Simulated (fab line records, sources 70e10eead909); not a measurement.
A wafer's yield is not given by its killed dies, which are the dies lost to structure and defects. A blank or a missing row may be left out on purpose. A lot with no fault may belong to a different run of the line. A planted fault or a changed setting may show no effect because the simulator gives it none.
2 desks, one fault / flow nand_harc / every desk sees just its own numbers, and what lay behind them comes last

## TOOL OWNER'S DESK, litho_track-01
The tool's own readings at NHARC_A_CHANNEL_HOLE_D2_SOFTBAKE_05 (time 55 s): means of the sampled wafers that have a number, for each lot that ran on this tool. If a lot's mean is further than 4 standard deviations from the usual mean, the lot is out of limits and carries the mark OUT (the distance appears in the brackets).
Columns: A = heater_power_total_W at NHARC_A_CHANNEL_HOLE_D2_SOFTBAKE_05, usual 188.44 W
lot=L284; first seen here=day 16 01:00; A=188.54
lot=L287; first seen here=day 16 21:00; A=188.39
lot=L297; first seen here=day 21 18:00; A=199.92 (+82) OUT
Finding of this desk: L297 out of limits; the first was L297 at day 21 18:00, on heater_power_total_W at NHARC_A_CHANNEL_HOLE_D2_SOFTBAKE_05. L284, L287 stayed within limits.

## METROLOGY DESK
What the gauges read, lot by lot, whatever tool the lot ran on: means of the sampled wafers that have a number. If a lot's mean is further than 4 standard deviations from the usual mean, the lot is out of limits and carries the mark OUT (the distance appears in the brackets).
Columns: A = thk_nm at NHARC_A_ONON_D2_THK_MEAS_05, usual 1003 nm; B = thk_nm at NHARC_A_ONON_D2_THK_MEAS_27, usual 1001 nm; C = overlay_x_nm at NHARC_A_CHANNEL_HOLE_D2_OVL_MEAS_11, usual -0.1 nm; D = overlay_y_nm at NHARC_A_CHANNEL_HOLE_D2_OVL_MEAS_11, usual 0.2 nm
lot=L277; first seen here=day 12 12:43; A=1015; B=1012; C=-0.0; D=0.1
lot=L279; first seen here=day 13 06:50; A=985; B=1012; C=-0.9; D=1.0
lot=L282; first seen here=day 14 14:34; A=999; B=979; C=-0.7; D=-0.4
lot=L278; first seen here=day 15 10:10; A=1004; B=1029; C=-0.1; D=0.6
lot=L284; first seen here=day 15 10:11; A=1004; B=1000; C=1.1; D=0.6
lot=L283; first seen here=day 15 15:25; A=1005; B=990; C=0.6; D=0.4
lot=L286; first seen here=day 16 04:59; A=1005; B=1014; C=-0.4; D=0.8
lot=L287; first seen here=day 16 07:38; A=1004; B=988; C=1.9; D=-0.2
lot=L288; first seen here=day 17 07:31; A=1014; B=995; C=1.0; D=0.9
lot=L289; first seen here=day 17 10:04; A=1006; B=990; C=0.7; D=0.5
lot=L291; first seen here=day 18 17:22; A=1006; B=1005; C=0.1; D=-0.6
lot=L297; first seen here=day 21 02:32; A=1000; B=1012; C=0.3; D=-0.2
lot=L300; first seen here=day 21 18:09; A=997; B=997; C=-0.6; D=0.2
Result from this desk: across the 13 lots, nothing is out of limits.

## BROUGHT TOGETHER
At day 21 18:00, on L297, the tool owner's desk was in a position to raise an alarm.
From the metrology desk's view, nothing was out of limits.
The metrology desk holds a record of L297, inside its limits.
Every lot named ran NHARC_A_CHANNEL_HOLE_D2_SOFTBAKE_05 on litho_track-01.

## WHAT THE SIMULATOR HAD INSERTED
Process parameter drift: litho_track-01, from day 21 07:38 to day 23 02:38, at NHARC_A_CHANNEL_HOLE_D2_SOFTBAKE_05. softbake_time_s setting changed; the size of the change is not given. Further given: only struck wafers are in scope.
Shown lots that were struck: L297.
Delay in hours, fault start to first out-of-limits reading, by desk: the tool owner's desk at 10.
